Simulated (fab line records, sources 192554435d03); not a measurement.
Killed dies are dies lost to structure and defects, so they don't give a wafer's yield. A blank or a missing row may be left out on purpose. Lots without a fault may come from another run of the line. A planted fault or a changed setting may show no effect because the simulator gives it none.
Which tool did it? | flow n5_finfet | 11 lots, 30 wafers sampled, at 1 step of a route of 1938

WHAT THE GAUGES READ, wafer by wafer
N5_BEOL_M4_RC_MEAS_101.
lot  | measured     | on        | DIBL_N (mV/V)
L756 | day 8 17:21  | prober-02 | 37.6 40.3 36.1
L755 | day 8 17:50  | prober-01 | 37.7 36.6 37.5
L759 | day 9 01:02  | prober-01 | 34.2 34.4
L760 | day 9 17:25  | prober-02 | 38.1 35.4 39.0
L763 | day 10 21:35 | prober-01 | 36.3 36.0 35.0
L762 | day 10 22:04 | prober-02 | 34.9 35.3 34.3
L766 | day 12 10:33 | prober-02 | 35.0 35.8
L774 | day 13 10:07 | prober-01 | 36.8 35.3 35.3
L772 | day 13 11:59 | prober-01 | 36.4 36.3
L777 | day 14 21:52 | prober-01 | 33.3 37.5 36.8
L778 | day 15 11:43 | prober-01 | 36.4 34.1 34.1

WHICH TOOL RAN EACH LOT (tool, then ch and the chambers of the sampled wafers, then the start)
The record holds no process step before these readings.

THE ANSWER, worked out from the rows above alone
Rule: what is usual is taken from the lots themselves. Put in order of their means at a reading, lots are off if they are a third of the lots or fewer, leave a main group of 4 or more, and stand apart from it by a gap of 3 or more times the standard deviation of the main group's means; of several such gaps the widest counts. A main group whose means are all the same, to the digits that the tables above print for the reading, isn't used. A lot without any number at a reading at which 4 lots or more have one is off too. The other lots that the step has rows for count as sound.
No lot is off at any reading shown: from this, nothing can be told.

WHAT THE SIMULATOR HAD PUT IN
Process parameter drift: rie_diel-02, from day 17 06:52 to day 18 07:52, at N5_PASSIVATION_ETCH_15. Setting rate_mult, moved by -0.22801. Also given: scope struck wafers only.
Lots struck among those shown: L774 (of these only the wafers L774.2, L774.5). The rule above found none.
